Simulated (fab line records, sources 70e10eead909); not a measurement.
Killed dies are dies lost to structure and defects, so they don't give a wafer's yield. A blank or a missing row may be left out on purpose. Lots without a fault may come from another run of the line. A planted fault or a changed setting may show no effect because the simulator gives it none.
fab line records | flow nand_harc
record lots=12 wafers=35 last_day=27
route steps=1159 shown P_GATE@172 P_CONTACT@219 END@1159
lots that met no fault: from a run of the same line without faults
start_h: hours from the record's first day to the start of the lot's first wafer shown | wait_h: hours since the lot's step before | " the same as in the row above | L1.1+2: a row that stands for several wafers | - no value, or no start given | * or withheld: withheld | < > ~ a bound
route shown NAME@n: a module of which the file shows steps, and the number in the route of the first | usual: mean/standard deviation of fault-free wafers | same: alike in all rows | chamber/n: place in a boat | sites: the reading at each site | _std_site: their standard deviation | _edge_site: outer sites' mean less inner sites' | radius_mm: how far each site lies from the wafer's centre | mask NAME#n: copy n | behind: the tool/chamber that last shaped the wafer | hold: why the lot was held/for how many hours/how that ended | device: the transistor (n, p or np) that didn't switch | end of line: the same wafers' tests at the end of the route | a step without rows: its recipe alone | killed: dies lost to structure and defects at the first sort, not the wafer's yield | map: a wafer's dies, x killed, . not, _ none there
set.NAME: the setting as run; set.NAME@STEP: as run at that earlier step | model.NAME: the simulator's own value behind a step, which no gauge read
steps of the route over a sample of lots; a table a step, a row a wafer
services: from which hour (start_h, from the record's first day; less than 0 if before it) a tool's chamber was out of use, for how many hours, and why
## steps
# step NHARC_P_GATE_DESCUM_48
# recipe time_s=3 o2_flow_sccm=200 ar_flow_sccm=0 bias_power_w=0 chemistry=O2
# usual drypump_motor_current_A=5.6/0.34 oes_product_au=1.000/0.0078 rf_vpp_V=57.6/0.87 showerhead_plenum_p_Torr=1.88/0.058 throttle_valve_pct=11.311/0.0092
# columns lot.wafer tool chamber start_h wait_h drypump_motor_current_A oes_product_au rf_hours_counter_h rf_vpp_V showerhead_plenum_p_Torr throttle_valve_pct
L253.2 rie_diel-04 0 109.85 - 5.5 0.990 33 58.4 1.80 11.305
L253.3 " 1 " " 5.9 0.989 33 58.6 1.91 11.324
L253.6 " 3 " " 4.9 0.988 - 56.9 1.93 11.314
L254.1 rie_diel-04 2 109.92 - 5.6 1.001 32 56.4 1.90 11.319
L254.3 " 3 " " 5.0 1.000 31 57.0 1.93 11.306
L254.4 " 0 " " 5.5 0.990 33 58.6 1.80 11.307
L260.2 rie_diel-11 1 143.83 - 5.7 1.006 46 56.2 1.95 11.287
L260.4 " 2 " " 5.8 1.004 44 57.2 1.89 11.300
L261.3 rie_diel-04 0 156.61 - 5.6 0.996 8 57.5 1.80 11.305
L261.6 " 3 " " 5.0 0.988 - 58.8 1.93 11.315
L261.5 " 0 " " 5.6 1.002 - 56.9 1.80 11.289
L263.4 rie_diel-11 2 181.27 - 5.8 1.006 57 56.4 1.88 11.304
L263.6 " 0 " " 5.5 1.006 - 58.2 1.81 11.302
L263.5 " 1 " " 5.7 1.000 - 57.6 1.95 11.288
L266.2 rie_diel-13 1 182.29 - 5.4 1.006 26 57.1 1.88 11.330
L266.5 " 3 " " 6.6 0.990 - 55.9 1.77 11.307
L266.6 " 0 " " 5.4 0.976 - 58.5 1.96 11.311
L269.3 rie_diel-04 1 204.40 - 5.9 1.006 14 57.9 1.91 11.294
L269.4 " 2 " " 5.7 1.013 14 59.4 1.89 11.309
L269.1 " 0 " " 5.6 1.006 17 57.0 1.80 11.327
L270.2 rie_diel-13 0 210.84 - 5.4 0.991 35 58.6 1.96 11.290
L270.5 " 2 " " 5.7 0.994 - 56.9 1.81 11.318
L270.6 " 3 " " 6.5 0.996 - 57.7 1.77 11.308
L272.1 rie_diel-04 3 220.93 - 4.9 1.003 19 56.8 1.93 11.317
L272.5 " 0 " " 5.6 1.011 - 57.0 1.80 11.298
L272.6 " 1 " " 5.8 1.005 - 57.6 1.91 11.298
L271.1 rie_diel-04 2 222.51 - 5.6 1.013 18 55.6 1.89 11.302
L271.2 " 3 " " 4.9 0.997 19 58.2 1.93 11.315
L271.5 " 1 " " 5.8 1.007 - 56.6 1.91 11.304
L274.2 rie_diel-11 1 232.35 - 5.7 1.001 12 57.6 1.94 11.317
L274.5 " 1 " " 5.7 0.999 - 59.2 1.94 11.315
L274.6 " 2 " " 5.8 1.005 - 57.2 1.88 11.318
L275.3 rie_diel-11 3 248.84 - 5.7 1.009 16 56.7 1.88 11.313
L275.4 " 3 " " 5.7 1.007 - 57.6 1.88 11.306
L275.6 " 0 " " 5.5 1.009 - 58.6 1.80 11.316
# step NHARC_P_GATE_DESCUM_93
# recipe time_s=3 o2_flow_sccm=200 ar_flow_sccm=0 bias_power_w=0 chemistry=O2
# usual drypump_motor_current_A=5.7/0.35 oes_product_au=1.000/0.0078 rf_vpp_V=57.5/0.92 showerhead_plenum_p_Torr=1.87/0.058 throttle_valve_pct=11.312/0.0089
# columns lot.wafer tool chamber start_h wait_h drypump_motor_current_A oes_product_au rf_hours_counter_h rf_vpp_V showerhead_plenum_p_Torr throttle_valve_pct
L253.3 rie_diel-13 1 113.37 - 5.4 0.992 3 56.6 1.89 11.313
L253.2 " 2 " " 5.7 0.996 3 58.4 1.82 11.320
L253.6 " 3 " " 6.5 0.992 - 55.6 1.78 11.311
L254.1 rie_diel-11 3 113.49 - 5.7 1.009 36 57.1 1.89 11.312
L254.4 " 1 " " 5.7 1.005 39 57.1 1.95 11.314
L254.3 " 2 " " 5.8 1.004 37 58.6 1.89 11.323
L260.4 rie_diel-04 1 147.21 - 5.8 1.002 3 59.1 1.91 11.327
L260.2 " 0 " " 5.6 1.002 5 57.1 1.80 11.305
L261.3 rie_diel-04 3 160.09 - 4.9 0.990 8 58.0 1.93 11.317
L261.6 " 1 " " 5.9 1.007 - 58.1 1.91 11.327
L261.5 " 2 " " 5.7 1.001 - 57.8 1.90 11.314
L263.4 rie_diel-13 0 184.78 - 5.4 0.993 28 57.0 1.96 11.307
L263.6 " 3 " " 6.5 0.998 - 57.3 1.78 11.318
L263.5 " 0 " " 5.5 0.990 - 58.1 1.96 11.308
L266.2 rie_diel-11 1 185.76 - 5.7 1.007 60 56.6 1.95 11.320
L266.6 " 3 " " 5.7 0.993 - 57.4 1.88 11.319
L266.5 " 0 " " 5.5 1.012 - 57.2 1.81 11.301
L269.3 rie_diel-11 0 207.80 - 5.5 1.000 2 57.3 1.81 11.325
L269.1 " 1 " " 5.7 1.000 2 58.5 1.95 11.316
L269.4 " 2 " " 5.7 1.003 2 56.8 1.88 11.307
L270.2 rie_diel-04 3 214.31 - 4.9 0.997 17 58.9 1.93 11.297
L270.6 " 1 " " 5.8 1.003 - 58.6 1.91 11.321
L270.5 " 2 " " 5.6 1.008 - 57.7 1.89 11.321
L272.1 rie_diel-11 1 224.29 - 5.7 0.995 10 58.1 1.94 11.321
L272.5 " 3 " " 5.7 1.006 - 56.0 1.88 11.332
L272.6 " 0 " " 5.5 1.005 - 57.9 1.80 11.307
L271.2 rie_diel-11 2 226.00 - 5.8 0.992 11 58.2 1.88 11.330
L271.1 " 0 " " 5.5 1.012 10 58.0 1.80 11.312
L271.5 " 2 " " 5.8 0.998 - 57.3 1.88 11.316
L274.2 rie_diel-11 0 235.82 - 5.5 0.997 11 57.9 1.80 11.314
L274.6 " 3 " " 5.7 1.001 - 57.2 1.88 11.307
L274.5 " 0 " " 5.5 1.005 - 57.2 1.80 11.308
L275.4 rie_diel-04 1 252.35 - 5.9 1.005 20 58.8 1.90 11.314
L275.3 " 3 " " 4.9 1.009 22 57.2 1.93 11.311
L275.6 " 2 " " 5.6 1.021 - 59.9 1.89 11.311
# step NHARC_P_CONTACT_CMP_01
# recipe target_thk_nm=200 material=SiO2
# usual motor_current_A=12.1/1.2
# columns lot.wafer tool chamber start_h wait_h motor_current_A
L253.3 cmp-03 0 117.10 - 11.1
L253.2 " 3 " " 13.2
L253.6 " 0 " " 11.2
L254.3 cmp-01 3 117.97 - 12.0
L254.4 " 0 " " 10.4
L254.1 " 1 " " 13.0
L260.2 cmp-02 2 151.07 - 10.1
L260.4 " 0 " " 13.7
L261.3 cmp-03 1 164.37 - 12.9
L261.5 " 2 " " 12.8
L261.6 " 3 " " 13.3
L263.4 cmp-02 1 189.10 - 11.3
L263.5 " 1 " " 10.6
L263.6 " 2 " " 10.1
L266.2 cmp-03 1 189.89 - 11.8
L266.5 " 3 " " 13.3
L266.6 " 0 " " 11.5
L269.3 cmp-02 1 211.80 - 11.1
L269.1 " 2 " " 10.0
L269.4 " 3 " " 11.9
L270.2 cmp-03 3 218.08 - 13.9
L270.5 " 0 " " 10.8
L270.6 " 1 " " 12.5
L272.1 cmp-03 1 228.28 - 12.5
L272.5 " 3 " " 12.7
L272.6 " 0 " " 11.4
L271.1 cmp-01 0 229.93 - 10.9
L271.2 " 1 " " 12.3
L271.5 " 2 " " 12.9
L274.2 cmp-01 2 239.62 - 13.3
L274.6 " 1 " " 13.5
L274.5 " 2 " " 13.3
L275.4 cmp-01 1 256.50 0.4 13.6
L275.3 " 0 " " 10.0
L275.6 " 1 " " 13.8
# step NHARC_P_CONTACT_ETCH_35
# recipe target_depth_a=390 over_etch_frac=0.3 time_s=65 ion_energy_ev=80 cf4_flow_sccm=150 ar_flow_sccm=0 rf_w=300 bias_w=100 chemistry=CF4
# usual drypump_motor_current_A=5.5/0.34 oes_product_au=0.999/0.0076 rf_vpp_V=151.6/1.4 showerhead_plenum_p_Torr=1.80/0.084 throttle_valve_pct=13.284/0.0093
# columns lot.wafer tool chamber start_h wait_h drypump_motor_current_A oes_product_au rf_hours_counter_h rf_vpp_V showerhead_plenum_p_Torr throttle_valve_pct
L253.2 rie_diel-08 0 118.21 0.1 5.3 1.004 13 150.8 1.76 13.296
L253.3 " 1 " " 5.1 1.013 14 150.8 1.81 13.285
L253.6 " 0 " " 5.3 1.006 - 153.2 1.75 13.275
L254.3 rie_diel-09 2 119.04 0.1 5.3 0.992 14 152.2 1.80 13.273
L254.1 " 3 " " 5.2 0.995 13 151.7 1.80 13.278
L254.4 " 0 " " 4.8 1.005 14 150.3 1.70 13.283
L260.4 rie_diel-08 2 152.16 0.1 5.9 0.803 2 152.9 1.89 13.296
L260.2 " 3 " " 5.5 1.003 2 153.8 1.83 13.301
L261.3 rie_diel-08 2 165.27 0.1 5.9 0.809 3 152.7 1.89 13.283
L261.5 " 1 " " 5.2 1.001 - 152.9 1.81 13.298
L261.6 " 2 " " 5.9 0.996 - 153.6 1.89 13.293
L263.4 rie_diel-08 2 190.11 0.1 5.9 0.814 6 153.0 1.89 13.293
L263.6 " 1 " " 5.2 1.001 - 152.2 1.81 13.287
L263.5 " 2 " " 5.9 0.988 - 153.9 1.88 13.286
L266.2 rie_diel-06 2 191.00 0.1 5.6 0.982 11 152.1 1.77 13.276
L266.5 " 3 " " 5.2 0.994 - 151.7 1.88 13.276
L266.6 " 0 " " 5.8 0.991 - 149.8 1.65 13.287
L269.4 rie_diel-06 0 212.87 0.1 5.8 0.983 15 150.1 1.65 13.307
L269.1 " 1 " " 6.1 1.000 11 151.7 1.89 13.283
L269.3 " 2 " " 5.6 0.992 14 151.3 1.77 13.271
L270.2 rie_diel-06 0 219.11 0.1 5.8 0.996 15 150.3 1.65 13.268
L270.6 " 3 " " 5.2 1.003 - 154.0 1.88 13.273
L270.5 " 0 " " 5.8 0.986 - 150.7 1.65 13.296
L272.1 rie_diel-06 0 229.22 0.1 5.8 0.994 17 149.1 1.65 13.280
L272.6 " 3 " " 5.1 0.996 - 152.0 1.88 13.271
L272.5 " 0 " " 5.7 0.989 - 149.9 1.65 13.273
L271.1 rie_diel-06 3 230.98 0.1 5.2 0.996 19 152.5 1.88 13.297
L271.2 " 1 " " 6.1 1.002 14 153.1 1.89 13.280
L271.5 " 3 " " 5.1 1.002 - 152.2 1.88 13.279
L274.2 rie_diel-06 1 240.73 0.1 6.1 1.005 15 152.4 1.89 13.267
L274.5 " 0 " " 5.8 0.992 - 149.5 1.65 13.274
L274.6 " 1 " " 6.1 1.010 - 153.0 1.89 13.290
L275.3 rie_diel-06 3 257.60 0.1 5.2 0.991 1 152.8 1.88 13.279
L275.4 " 1 " " 6.1 1.008 1 152.1 1.89 13.293
L275.6 " 3 " " 5.1 1.003 - 153.6 1.88 13.282
# step NHARC_END_SORT_01
# recipe temp_c=25
# usual killed_at_array=28/11 killed_at_other=0.9/1.2 killed_at_periphery=2.6/2.1 killed_dies=31/11 killed_open=3.1/1.7 killed_short=1.9/1.3
# same gross_dies=677
# columns lot.wafer tool chamber start_h wait_h killed_at_array killed_at_other killed_at_periphery killed_dies killed_open killed_short
L266.2 prober-02 0 557.66 2.8 33 1 1 35 1 5
L266.5 prober-02 0 560.05 3.7 32 2 0 34 6 2
L266.6 prober-02 0 560.85 4.0 36 0 2 38 2 2
L261.3 prober-01 0 558.39 3.1 8 0 636 644 0 0
L261.5 prober-01 0 559.99 3.7 12 1 4 17 2 6
L261.6 prober-01 0 560.79 4.0 13 1 1 15 2 1
L260.2 prober-01 0 565.43 2.8 20 0 1 21 2 0
L260.4 prober-01 0 567.03 3.4 24 4 624 652 3 2
L263.4 prober-01 0 574.90 3.4 36 1 600 637 2 1
L263.5 prober-01 0 575.70 3.7 30 0 0 30 0 2
L263.6 prober-01 0 576.51 4.0 35 0 3 38 4 1
L269.1 prober-02 0 606.09 2.4 38 0 4 42 3 3
L269.3 prober-02 0 607.69 3.1 41 0 1 42 0 2
L269.4 prober-02 0 608.49 3.4 38 0 2 40 4 1
# killed by level:class
L266.2 A_CHANNEL_HOLE_D1:chamber_film_flake=18 A_CONTACT:chamber_film_flake=7 A_WL_FILL:geometric_particle:short=3 A_STAIRCASE:chamber_film_flake=2 A_ONON_D1:geometric_particle:open=1 A_M0:geometric_particle:short=1 P_ZERO_WELL:chamber_film_flake=1 STARTING-WAFER:geometric_particle:short=1
L261.3 P_CONTACT:area_etch=634 A_CHANNEL_HOLE_D1:chamber_film_flake=3 A_SLIT:chamber_film_flake=2 P_ZERO_WELL:chamber_film_flake=1 P_BONDPAD:chamber_film_flake=1 A_STAIRCASE:chamber_film_flake=1 A_WL_FILL:chamber_film_flake=1 A_CONTACT:chamber_film_flake=1
L261.5 A_CHANNEL_HOLE_D1:chamber_film_flake=4 A_CHANNEL_FILL_D1:geometric_particle:short=2 P_STI:chamber_film_flake=2 A_CONTACT:chamber_film_flake=2 P_GATE:geometric_particle:short=1 P_CONTACT:geometric_particle:open=1 A_ONON_D1:geometric_particle:short=1 A_WL_FILL:geometric_particle:short=1
L266.5 A_CHANNEL_HOLE_D1:chamber_film_flake=17 A_CONTACT:chamber_film_flake=5 A_CONTACT:geometric_particle:open=3 A_WL_FILL:geometric_particle:short=2 A_STAIRCASE:chamber_film_flake=2 A_SOURCE_PLATE:geometric_particle:open=1 A_CHANNEL_FILL_D1:geometric_particle:open=1 STARTING-WAFER:geometric_particle:open=1
L261.6 A_CHANNEL_HOLE_D1:chamber_film_flake=4 A_CONTACT:chamber_film_flake=3 A_CHANNEL_FILL_D1:geometric_particle:open=2 A_STAIRCASE:chamber_film_flake=2 P_M0:geometric_particle:short=1 A_ZERO_WELL:chamber_film_flake=1 A_WL_FILL:chamber_film_flake=1 THIN_TSV:chamber_film_flake=1
L266.6 A_CHANNEL_HOLE_D1:chamber_film_flake=24 A_CONTACT:chamber_film_flake=7 P_CONTACT:geometric_particle:short=1 A_ONON_D1:geometric_particle:open=1 A_CHANNEL_FILL_D1:geometric_particle:open=1 A_CHANNEL_FILL_D1:geometric_particle:short=1 P_ZERO_WELL:chamber_film_flake=1 A_ZERO_WELL:chamber_film_flake=1
L260.2 A_CHANNEL_HOLE_D1:chamber_film_flake=11 A_CONTACT:chamber_film_flake=5 A_CHANNEL_FILL_D1:chamber_film_flake=2 P_GATE:geometric_particle:open=1 A_BLC:geometric_particle:open=1 A_STAIRCASE:chamber_film_flake=1
L260.4 P_CONTACT:area_etch=620 A_CHANNEL_HOLE_D1:chamber_film_flake=19 THIN_TSV:chamber_film_flake=3 A_ZERO_WELL:chamber_film_flake=2 A_CONTACT:chamber_film_flake=2 P_GATE:geometric_particle:open=1 P_CONTACT:geometric_particle:open=1 P_M1:geometric_particle:open=1
L263.4 P_CONTACT:area_etch=598 A_CHANNEL_HOLE_D1:chamber_film_flake=17 A_SLIT:chamber_film_flake=13 A_M1:geometric_particle:open=2 A_ZERO_WELL:chamber_film_flake=2 P_STI:geometric_particle:short=1 P_ZERO_WELL:chamber_film_flake=1 THIN_TSV:chamber_film_flake=1
L263.5 A_CHANNEL_HOLE_D1:chamber_film_flake=18 A_SLIT:chamber_film_flake=9 A_CHANNEL_HOLE_D1:geometric_particle:short=1 A_M0:geometric_particle:short=1 A_CHANNEL_FILL_D1:chamber_film_flake=1
L263.6 A_CHANNEL_HOLE_D1:chamber_film_flake=18 A_SLIT:chamber_film_flake=10 A_CHANNEL_FILL_D1:geometric_particle:open=2 A_CHANNEL_FILL_D1:chamber_film_flake=2 P_M0:geometric_particle:open=1 P_M1:geometric_particle:short=1 A_BLC:geometric_particle:open=1 P_M0:chamber_film_flake=1
L269.1 A_CHANNEL_HOLE_D1:chamber_film_flake=18 A_SLIT:chamber_film_flake=11 A_CONTACT:chamber_film_flake=4 P_M2:chamber_film_flake=2 P_CONTACT:geometric_particle:short=1 P_M0:geometric_particle:open=1 A_SOURCE_PLATE:geometric_particle:short=1 A_WL_FILL:geometric_particle:short=1
L269.3 A_CHANNEL_HOLE_D1:chamber_film_flake=22 A_SLIT:chamber_film_flake=12 A_CONTACT:chamber_film_flake=3 A_STAIRCASE:chamber_film_flake=2 A_SOURCE_PLATE:geometric_particle:short=1 A_CHANNEL_FILL_D1:geometric_particle:short=1 P_ZERO_WELL:chamber_film_flake=1
L269.4 A_CHANNEL_HOLE_D1:chamber_film_flake=19 A_SLIT:chamber_film_flake=9 A_CONTACT:chamber_film_flake=3 A_STAIRCASE:chamber_film_flake=2 P_M0:geometric_particle:open=1 A_ONON_D1:geometric_particle:open=1 A_SGD_CUT:geometric_particle:open=1 A_M0:geometric_particle:open=1
## services
# columns tool chamber start_h hours kind
cmp-03 - 87.67 3.2 repair
rie_diel-13 - 99.20 9.0 pm
cmp-01 - 106.56 4.0 pm
rie_diel-04 - 111.98 9.0 pm
cmp-01 - 122.47 1.8 repair
rie_diel-11 0 136.05 3.2 repair
rie_diel-04 1 137.93 4.7 repair
cmp-03 - 156.00 4.0 pm
cmp-03 - 160.02 0.3 repair
rie_diel-06 2 165.20 3.2 repair
rie_diel-06 2 169.35 5.5 repair
rie_diel-06 1 183.93 2.6 repair
rie_diel-11 - 189.65 9.0 pm
rie_diel-06 1 190.50 16.4 repair
rie_diel-04 - 191.45 2.7 repair
cmp-01 - 198.27 10.9 repair
cmp-01 - 217.85 2.2 repair
rie_diel-13 2 225.68 4.4 repair
rie_diel-04 2 233.99 2.6 repair
cmp-01 - 240.85 0.6 repair
rie_diel-06 - 241.28 9.0 pm
rie_diel-11 1 241.89 9.1 repair
rie_diel-06 - 251.75 0.6 repair
cmp-03 - 254.00 4.0 pm
## key
first_sign step=NHARC_P_CONTACT_ETCH_35 reading=oes_product_au direction=down sigmas=25 usual=0.999 struck=0.809
effect step=NHARC_END_SORT_01 reading=killed_at_periphery direction=up sigmas=99+ usual=2.6 struck=620
more_kills_born_at NHARC_P_CONTACT_ETCH_35@rie_diel-08=1852
met_at NHARC_P_CONTACT_ETCH_35
struck_lots L260,L261,L263
struck_wafers L260.4,L261.3,L263.4
later_rows_left_out L260.4,L261.3,L263.4
tester_left_out L260,L261,L263
not_acting_at NHARC_P_GATE_DESCUM_48,NHARC_P_GATE_DESCUM_93,NHARC_P_CONTACT_CMP_01
onset_between 118.21 152.16
fault kind=process_parameter_drift tool=rie_diel-08 chamber=- onset_h=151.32 steps=NHARC_P_CONTACT_ETCH_35 channel=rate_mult offset=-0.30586 shape=step end_h=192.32 scope=struck_wafers_only
# tester_left_out: of these lots the tester's yield and bins aren't shown, on N5 and GAA mostly nor the transistor test; their killed dies are dies lost to structure and defects alone, not to doping, threshold or leakage, so they don't give the yield
# later_rows_left_out: the simulator's readings of these wafers behind a module that went badly wrong aren't trusted and aren't shown, but for the sort
